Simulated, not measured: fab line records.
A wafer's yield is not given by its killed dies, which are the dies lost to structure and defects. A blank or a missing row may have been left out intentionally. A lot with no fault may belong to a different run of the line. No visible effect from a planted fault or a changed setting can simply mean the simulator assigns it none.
Matching of chambers    flow nandHarc    4 sister chambers for NHARC_P_CONTACT_ALD_22 on aldMetal-04
The step deposits TiN, target thk 3 nm, pulse time 1 s, ald cycles 150. 14 wafers are shown with their chamber, then 7 later ones without.

== EACH WAFER AND ITS CHAMBER ==
wafer   chamber  heaterPowerW (W)  susceptorTempC (C)  precursorPulseHeightRel
L266.3  0        917               449.50              1.023
L266.4  3        1071              449.55              0.973
L266.5  3        1118              449.71              1.001
L269.1  0        896               450.16              0.990
L269.2  2        1267              450.17              0.996
L269.4  1        1026              449.85              0.999
L271.2  2        1259              449.93              1.017
L271.3  1        1010              450.14              1.013
L271.5  1        1006              450.06              0.992
L272.4  2        1247              449.79              1.002
L272.5  0        905               450.21              0.984
L272.6  1        968               450.01              0.985
L281.2  0        912               449.53              1.001
L281.5  3        1086              450.16              1.007

SIGNATURES, as means of the wafers listed above
reading                  chamber 0  chamber 1  chamber 2  chamber 3  scatter within a chamber
heaterPowerW             907.50     1002.50    1257.67    1091.67    18.5
susceptorTempC           449.8500   450.0150   449.9633   449.8067   0.277
precursorPulseHeightRel  0.99950    0.99725    1.00500    0.99367    0.0149
Rule: a wafer's distance from a chamber is the root of the sum, over the readings, of the square of ((its reading less the chamber's mean) divided by the reading's scatter). If the next closest chamber is less than 2 further off than the closest, the wafer can't be placed; otherwise it belongs to the closest. The scatter: take each reading less its chamber's mean, square it, sum over the shown wafers, divide by the number of wafers less the number of chambers, and take the root.

== WAFERS WITH NO CHAMBER GIVEN ==
wafer   heaterPowerW (W)  susceptorTempC (C)  precursorPulseHeightRel
L281.6  947               449.40              0.996
L282.2  1107              450.10              0.985
L282.3  1266              450.15              0.990
L282.6  1241              450.00              1.014
L288.2  1033              450.01              1.021
L288.4  969               450.01              1.012
L288.6  1227              450.33              1.008

== CHAMBER TAKEN BY EACH ==
wafer   from the rows above      in truth
L281.6  can't be placed: 0 or 1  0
L282.2  3                        3
L282.3  2                        2
L282.6  2                        2
L288.2  can't be placed: 1 or 3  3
L288.4  can't be placed: 1 or 0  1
L288.6  2                        2
4 of 7 placed correctly. Cannot be placed on the basis of these rows: 3; the candidates contain the true chamber in 3. 0 placed wrongly.
